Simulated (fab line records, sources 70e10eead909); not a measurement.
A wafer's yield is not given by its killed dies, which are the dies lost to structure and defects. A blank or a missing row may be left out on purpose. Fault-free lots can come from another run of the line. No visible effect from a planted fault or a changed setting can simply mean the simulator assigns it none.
Matching of chambers	flow nand harc	NHARC_A_BONDPAD_DESCUM_11 on rie diel-08 has 4 sister chambers
The step chemistry O2, time 3 s. 4 wafers are shown with their chamber, then 7 later ones without.

## WAFERS PAIRED WITH THEIR CHAMBERS
wafer	chamber	drypump motor current A (A)
L356.3	3	5.5
L356.5	0	5.8
L359.2	2	6.7
L359.3	1	5.1

## WAFERS MISSING THEIR CHAMBER
wafer	drypump motor current A (A)
L359.6	5.5
L360.1	5.8
L360.4	5.1
L360.5	5.6
L364.3	5.1
L364.5	5.1
L364.6	5.7

## CHAMBER TAKEN BY EACH
wafer	from the rows above	in truth
L359.6	3	3
L360.1	0	0
L360.4	1	1
L360.5	can't be placed: 3 or 0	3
L364.3	1	1
L364.5	1	1
L364.6	can't be placed: 0 or 3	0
5 of 7 placed correctly. Unplaceable from these rows: 2, with the true chamber sitting among the candidates in 2. 0 placed wrongly.
How it was worked out, from the rows above alone: a wafer's distance from a chamber is the root of the sum, over the readings, of the square of ((its reading less the chamber's mean) divided by the reading's scatter). If the next closest chamber is less than 2 further off than the closest, the wafer can't be placed; otherwise it belongs to the closest. Each chamber's mean is taken over the wafers shown for it. The scatter: root of mean squared gap, hidden wafer to nearest shown wafer, with one shown wafer a chamber.
